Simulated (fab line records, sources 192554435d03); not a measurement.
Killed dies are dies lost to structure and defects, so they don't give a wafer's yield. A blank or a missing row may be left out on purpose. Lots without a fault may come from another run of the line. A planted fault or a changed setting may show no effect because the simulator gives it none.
Chamber matching | flow n5_finfet | N5_BEOL_M15_ETCH_57 on rie_diel-04: 4 sister chambers
The step etches SOC in N2/H2, time 750 s. 24 wafers are shown with their chamber, then 12 later ones without.

WAFERS WITH THEIR CHAMBER
wafer  | chamber | throttle_valve_pct (%) | drypump_motor_current_A (A) | oes_product_au (a.u.)
L078.2 | 1       | 17.56                  | 5.3                         | 0.77
L078.4 | 0       | 17.64                  | 5.9                         | 0.74
L078.5 | 1       | 17.56                  | 5.3                         | 0.76
L079.1 | 2       | 17.55                  | 6.3                         | 0.88
L079.2 | 3       | 18.13                  | 6.5                         | 0.74
L079.3 | 0       | 17.65                  | 5.9                         | 0.72
L079.4 | 1       | 17.59                  | 5.3                         | 0.75
L079.5 | 1       | 17.59                  | 5.3                         | 0.76
L079.6 | 0       | 17.63                  | 5.9                         | 0.72
L082.2 | 3       | 18.13                  | 6.4                         | 0.73
L082.3 | 0       | 17.65                  | 5.9                         | 0.72
L082.4 | 1       | 17.56                  | 5.2                         | 0.75
L087.1 | 1       | 17.60                  | 5.3                         | 0.75
L087.3 | 3       | 18.14                  | 6.4                         | 0.73
L087.6 | 3       | 18.13                  | 6.4                         | 0.73
L088.2 | 2       | 17.56                  | 6.3                         | 0.87
L088.4 | 3       | 18.16                  | 6.4                         | 0.73
L088.6 | 2       | 17.55                  | 6.2                         | 0.87
L089.1 | 2       | 17.57                  | 6.2                         | 0.87
L089.4 | 3       | 18.15                  | 6.4                         | 0.72
L089.6 | 2       | 17.56                  | 6.3                         | 0.86
L091.4 | 3       | 18.16                  | 6.4                         | 0.73
L091.5 | 2       | 17.56                  | 6.2                         | 0.86
L091.6 | 3       | 18.15                  | 6.4                         | 0.73

SIGNATURES (means of the wafers above)
reading                 | chamber 0 | chamber 1 | chamber 2 | chamber 3 | scatter within a chamber
throttle_valve_pct      | 17.6425   | 17.5767   | 17.5583   | 18.1438   | 0.0132
drypump_motor_current_A | 5.900     | 5.283     | 6.250     | 6.413     | 0.0401
oes_product_au          | 0.7250    | 0.7567    | 0.8683    | 0.7300    | 0.00747
Rule: a wafer's distance from a chamber is the root of the sum, over the readings, of the square of ((its reading less the chamber's mean) divided by the reading's scatter). The wafer belongs to the nearest chamber; if the next one is less than 2 further off, it can't be placed. The scatter: the root of (the sum of the squares of (reading less its chamber's mean) over the shown wafers, divided by (wafers less chambers)).

WAFERS WITHOUT THEIR CHAMBER
wafer  | throttle_valve_pct (%) | drypump_motor_current_A (A) | oes_product_au (a.u.)
L095.2 | 18.17                  | 6.4                         | 0.72
L095.3 | 17.68                  | 5.9                         | 0.71
L095.6 | 18.18                  | 6.4                         | 0.73
L094.2 | 17.71                  | 5.9                         | 0.70
L094.4 | 17.59                  | 6.3                         | 0.84
L094.5 | 18.18                  | 6.5                         | 0.71
L096.3 | 18.17                  | 6.5                         | 0.71
L096.4 | 17.59                  | 6.2                         | 0.84
L096.6 | 17.61                  | 6.2                         | 0.83
L097.3 | 17.71                  | 5.9                         | 0.69
L097.4 | 17.63                  | 5.3                         | 0.72
L097.5 | 17.59                  | 6.2                         | 0.83

WHICH CHAMBER EACH WENT THROUGH
wafer  | from the rows above | in truth
L095.2 | 3                   | 3
L095.3 | 0                   | 0
L095.6 | 3                   | 3
L094.2 | 0                   | 0
L094.4 | 2                   | 2
L094.5 | 3                   | 3
L096.3 | 3                   | 3
L096.4 | 2                   | 2
L096.6 | 2                   | 2
L097.3 | 0                   | 0
L097.4 | 1                   | 1
L097.5 | 2                   | 2
Placed correctly: 12 of 12. Can't be placed from these rows: 0. Placed wrongly: 0.
